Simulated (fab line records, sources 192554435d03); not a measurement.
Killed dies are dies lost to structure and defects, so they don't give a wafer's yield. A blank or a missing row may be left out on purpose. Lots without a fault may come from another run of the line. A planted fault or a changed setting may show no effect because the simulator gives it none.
Which tool did it? | flow n5_finfet | 10 lots, 29 wafers sampled, at 5 steps of a route of 1938

WHAT THE GAUGES READ, wafer by wafer
N5_BEOL_M15_RS_MEAS_54: measures by four-point-probe. Usual: M15_RS 0.02149 ohm/sq, standard deviation 0.0003.
lot  | measured     | on            | M15_RS (ohm/sq)         | flag
L282 | day 12 08:21 | film_metro-02 | 0.0214 0.02132 0.02144  |
L285 | day 12 15:08 | film_metro-01 | 0.02149 0.02149 0.02139 |
L283 | day 12 20:29 | film_metro-01 | 0.02115 0.02187 0.02129 |
L284 | day 13 06:55 | film_metro-02 | 0.02171 0.02168 0.02141 |
L288 | day 13 18:48 | film_metro-02 | 0.02191 0.02197 0.02168 |
L289 | day 13 19:19 | film_metro-02 | 0.02092 0.02152         |
L296 | day 16 18:22 | film_metro-02 | 0.02137 0.02124 0.02119 |
L300 | day 16 21:31 | film_metro-02 | 0.02136 0.02136 0.02059 |
L302 | day 17 17:52 | film_metro-02 | 0.02132 0.02175 0.02155 |
L304 | day 18 04:39 | film_metro-02 | 0.02123 0.02216 0.02173 |

WHICH TOOL RAN EACH LOT (tool, then ch and the chambers of the sampled wafers, then the start)
lot  | N5_BEOL_M15_TRENCH_ETCH_34         | N5_BEOL_M15_SPUTTER_43       | N5_BEOL_M15_SPUTTER_44       | N5_BEOL_M15_CMP_49
L282 | rie_diel-03 ch 1,3, day 12 00:16   | pvd_sputter-01, day 12 02:56 | pvd_sputter-01, day 12 03:01 | cmp-04 ch 1,3, day 12 07:55
L285 | rie_diel-06 ch 0,2, day 12 11:52   | pvd_sputter-02, day 12 13:12 | pvd_sputter-02, day 12 13:17 | cmp-02 ch 0,1,2, day 12 14:49
L283 | rie_diel-06 ch 2,3, day 12 16:29   | pvd_sputter-02, day 12 19:10 | pvd_sputter-02, day 12 19:15 | cmp-04 ch 0,2,3, day 12 20:04
L284 | rie_diel-06 ch 0,2, day 12 19:02   | pvd_sputter-01, day 13 05:40 | pvd_sputter-01, day 13 05:45 | cmp-02 ch 1,2,3, day 13 06:29
L288 | rie_diel-03 ch 2,3, day 13 15:45   | pvd_sputter-03, day 13 17:32 | pvd_sputter-03, day 13 17:37 | cmp-02 ch 0,2, day 13 18:23
L289 | rie_diel-04 ch 0,3, day 13 16:06   | pvd_sputter-02, day 13 18:04 | pvd_sputter-02, day 13 18:09 | cmp-02 ch 2, day 13 18:53
L296 | rie_diel-06 ch 0,1,2, day 16 13:35 | pvd_sputter-03, day 16 16:52 | pvd_sputter-03, day 16 16:56 | cmp-01 ch 0,1, day 16 17:56
L300 | rie_diel-04 ch 0,1,3, day 16 16:04 | pvd_sputter-02, day 16 20:07 | pvd_sputter-02, day 16 20:12 | cmp-02 ch 0,1,3, day 16 21:05
L302 | rie_diel-03 ch 0,1, day 17 14:18   | pvd_sputter-02, day 17 16:37 | pvd_sputter-02, day 17 16:42 | cmp-02 ch 0,1,2, day 17 17:27
L304 | rie_diel-03 ch 0,2,3, day 17 23:39 | pvd_sputter-02, day 18 03:16 | pvd_sputter-02, day 18 03:20 | cmp-01 ch 0,2,3, day 18 04:16
- N5_BEOL_M15_TRENCH_ETCH_34: etches SiO2 in C4F8/O2/Ar, target depth 872.93 nm, time 199 s.
- N5_BEOL_M15_SPUTTER_43: material TaN, target thk 15 nm, time 24.19 s.
- N5_BEOL_M15_SPUTTER_44: material Ta, target thk 15 nm, time 24.19 s.
- N5_BEOL_M15_CMP_49: polishes, stops on SiO2, t overpolish 4.9 s, target thk 850 nm.

WHAT THE TOOLS THEMSELVES READ (means of the sampled wafers that have a number; where no wafer has one, the mark that the record gives instead)
N5_BEOL_M15_TRENCH_ETCH_34. Usual: bias_w 2041 W, standard deviation 6.3; drypump_motor_current_A 5.6 A, standard deviation 0.38; oes_product_au 0.82 a.u., standard deviation 0.078; rf_vpp_V 2219 V, standard deviation 20; showerhead_plenum_p_Torr 3.46 Torr, standard deviation 0.1; throttle_valve_pct 30.94 %, standard deviation 0.17.
lot  | tool        | bias_w (W) | drypump_motor_current_A (A) | oes_product_au (a.u.) | rf_vpp_V (V) | showerhead_plenum_p_Torr (Torr) | throttle_valve_pct (%) | flag
L282 | rie_diel-03 | 2043       | 5.3                         | 0.85                  | 2231         | 3.58                            | 30.70                  |
L285 | rie_diel-06 | 2045       | 5.6                         | 0.85                  | 2235         | 3.48                            | 31.05                  |
L283 | rie_diel-06 | 2032       | 5.7                         | 0.82                  | 2217         | 3.41                            | 31.12                  |
L284 | rie_diel-06 | 2035       | 5.6                         | 0.83                  | 2237         | 3.47                            | 31.04                  |
L288 | rie_diel-03 | 2039       | 5.5                         | 0.84                  | 2197         | 3.44                            | 30.70                  |
L289 | rie_diel-04 | 2040       | 5.7                         | 0.83                  | 2229         | 3.48                            | 30.88                  |
L296 | rie_diel-06 | 2047       | 5.6                         | 0.84                  | 2231         | 3.47                            | 31.00                  |
L300 | rie_diel-04 | 2048       | 5.5                         | 0.78                  | 2221         | 3.44                            | 30.94                  |
L302 | rie_diel-03 | 2040       | 5.9                         | 0.80                  | 2225         | 3.52                            | 30.80                  |
L304 | rie_diel-03 | 2040       | 5.6                         | 0.84                  | 2203         | 3.53                            | 30.80                  |

N5_BEOL_M15_SPUTTER_43. Usual: throttle_valve_pct 30.3 %, standard deviation 0.89.
lot  | tool           | throttle_valve_pct (%) | flag
L282 | pvd_sputter-01 | 29.6                   |
L285 | pvd_sputter-02 | 30.7                   |
L283 | pvd_sputter-02 | 30.2                   |
L284 | pvd_sputter-01 | 30.2                   |
L288 | pvd_sputter-03 | 30.9                   |
L289 | pvd_sputter-02 | 30.5                   |
L296 | pvd_sputter-03 | 29.8                   |
L300 | pvd_sputter-02 | 30.3                   |
L302 | pvd_sputter-02 | 30.8                   |
L304 | pvd_sputter-02 | 30.0                   |

N5_BEOL_M15_SPUTTER_44. Usual: throttle_valve_pct 30.3 %, standard deviation 0.89.
lot  | tool           | throttle_valve_pct (%) | flag
L282 | pvd_sputter-01 | 29.6                   |
L285 | pvd_sputter-02 | 30.6                   |
L283 | pvd_sputter-02 | 30.2                   |
L284 | pvd_sputter-01 | 30.2                   |
L288 | pvd_sputter-03 | 30.9                   |
L289 | pvd_sputter-02 | 30.5                   |
L296 | pvd_sputter-03 | 29.8                   |
L300 | pvd_sputter-02 | 30.3                   |
L302 | pvd_sputter-02 | 30.8                   |
L304 | pvd_sputter-02 | 30.0                   |

N5_BEOL_M15_CMP_49. Usual: barrier_field_endpoint_s 11.42 s, standard deviation 0.23; head_pressure_psi 2.000 psi, standard deviation 0.0046; motor_current_A 7.7 A, standard deviation 0.9.
lot  | tool   | barrier_field_endpoint_s (s) | head_pressure_psi (psi) | motor_current_A (A) | flag
L282 | cmp-04 | 11.16                        | 2.003                   | 7.0                 |
L285 | cmp-02 | 11.41                        | 2.001                   | 7.6                 |
L283 | cmp-04 | 11.55                        | 2.004                   | 8.1                 |
L284 | cmp-02 | 11.08                        | 1.995                   | 7.6                 |
L288 | cmp-02 | 11.34                        | 1.999                   | 8.0                 |
L289 | cmp-02 | 11.86                        | 2.000                   | 8.1                 |
L296 | cmp-01 | 11.42                        | 2.002                   | 7.9                 |
L300 | cmp-02 | 11.41                        | 1.998                   | 7.2                 |
L302 | cmp-02 | 11.31                        | 2.000                   | 7.8                 |
L304 | cmp-01 | 11.12                        | 2.003                   | 8.1                 |

THE ANSWER, worked out from the rows above alone
Rule: a lot is off if the mean of its wafers that have a number lies more than 3 standard deviations from the usual mean. A lot without any number at a reading at which 4 lots or more have one is off too. The other lots that the step has rows for count as sound. The gauges are gone through in route order, then the tools' own readings, and for those a lot's mean is taken as printed above. The first step at which some lot is off is used, and at that step the reading that is off furthest; a lot without a number counts as furthest.
No lot is off at any reading shown: from this, nothing can be told.

WHAT THE SIMULATOR HAD PUT IN
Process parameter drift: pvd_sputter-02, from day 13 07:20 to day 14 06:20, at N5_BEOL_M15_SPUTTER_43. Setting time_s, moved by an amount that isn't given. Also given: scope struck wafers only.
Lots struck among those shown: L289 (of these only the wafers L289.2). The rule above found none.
